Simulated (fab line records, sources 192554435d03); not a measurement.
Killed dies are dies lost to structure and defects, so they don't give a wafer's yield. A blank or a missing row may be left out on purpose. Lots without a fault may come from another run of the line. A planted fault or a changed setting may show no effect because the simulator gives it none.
Chamber matching | flow n5_finfet | N5_BEOL_M6_DESCUM_33 on rie_diel-04: 4 sister chambers
The step chemistry O2, time 7 s. 24 wafers are shown with their chamber, then 12 later ones without.

WAFERS WITH THEIR CHAMBER
wafer  | chamber | throttle_valve_pct (%) | drypump_motor_current_A (A) | showerhead_plenum_p_Torr (Torr)
L077.1 | 1       | 20.53                  | 5.6                         | 2.10
L077.4 | 2       | 20.07                  | 6.0                         | 2.09
L077.5 | 2       | 20.07                  | 6.0                         | 2.09
L076.1 | 1       | 20.53                  | 5.5                         | 2.10
L076.2 | 2       | 20.08                  | 5.9                         | 2.09
L076.4 | 2       | 20.06                  | 6.0                         | 2.09
L078.3 | 1       | 20.55                  | 5.5                         | 2.10
L078.4 | 3       | 20.57                  | 5.6                         | 2.15
L078.5 | 0       | 20.38                  | 5.3                         | 2.06
L079.1 | 3       | 20.58                  | 5.6                         | 2.15
L079.3 | 1       | 20.55                  | 5.5                         | 2.10
L079.4 | 2       | 20.07                  | 6.0                         | 2.09
L081.1 | 3       | 20.58                  | 5.6                         | 2.15
L081.3 | 0       | 20.39                  | 5.3                         | 2.06
L081.4 | 2       | 20.08                  | 5.9                         | 2.09
L083.1 | 2       | 20.09                  | 6.0                         | 2.09
L083.4 | 0       | 20.42                  | 5.3                         | 2.06
L083.5 | 3       | 20.59                  | 5.6                         | 2.15
L086.1 | 2       | 20.10                  | 6.0                         | 2.08
L086.3 | 1       | 20.58                  | 5.5                         | 2.09
L086.5 | 2       | 20.11                  | 6.0                         | 2.08
L089.1 | 2       | 20.09                  | 6.0                         | 2.08
L089.4 | 0       | 20.42                  | 5.3                         | 2.05
L089.5 | 2       | 20.11                  | 6.0                         | 2.08

SIGNATURES (means of the wafers above)
reading                  | chamber 0 | chamber 1 | chamber 2 | chamber 3 | scatter within a chamber
throttle_valve_pct       | 20.4025   | 20.5480   | 20.0845   | 20.5800   | 0.0174
drypump_motor_current_A  | 5.300     | 5.520     | 5.982     | 5.600     | 0.0349
showerhead_plenum_p_Torr | 2.0575    | 2.0980    | 2.0864    | 2.1500    | 0.00453
Rule: a wafer's distance from a chamber is the root of the sum, over the readings, of the square of ((its reading less the chamber's mean) divided by the reading's scatter). The wafer belongs to the nearest chamber; if the next one is less than 2 further off, it can't be placed. The scatter: the root of (the sum of the squares of (reading less its chamber's mean) over the shown wafers, divided by (wafers less chambers)).

WAFERS WITHOUT THEIR CHAMBER
wafer  | throttle_valve_pct (%) | drypump_motor_current_A (A) | showerhead_plenum_p_Torr (Torr)
L090.2 | 20.62                  | 5.6                         | 2.14
L090.3 | 20.42                  | 5.3                         | 2.05
L090.5 | 20.59                  | 5.6                         | 2.08
L093.3 | 20.13                  | 6.0                         | 2.08
L093.5 | 20.43                  | 5.3                         | 2.05
L093.6 | 20.12                  | 6.0                         | 2.08
L096.2 | 20.61                  | 5.5                         | 2.08
L096.4 | 20.64                  | 5.6                         | 2.14
L096.5 | 20.15                  | 6.0                         | 2.08
L097.3 | 20.63                  | 5.6                         | 2.14
L097.5 | 20.14                  | 6.0                         | 2.08
L097.6 | 20.63                  | 5.6                         | 2.14

WHICH CHAMBER EACH WENT THROUGH
wafer  | from the rows above | in truth
L090.2 | 3                   | 3
L090.3 | 0                   | 0
L090.5 | 1                   | 1
L093.3 | 2                   | 2
L093.5 | 0                   | 0
L093.6 | 2                   | 2
L096.2 | 1                   | 1
L096.4 | 3                   | 3
L096.5 | 2                   | 2
L097.3 | 3                   | 3
L097.5 | 2                   | 2
L097.6 | 3                   | 3
Placed correctly: 12 of 12. Can't be placed from these rows: 0. Placed wrongly: 0.
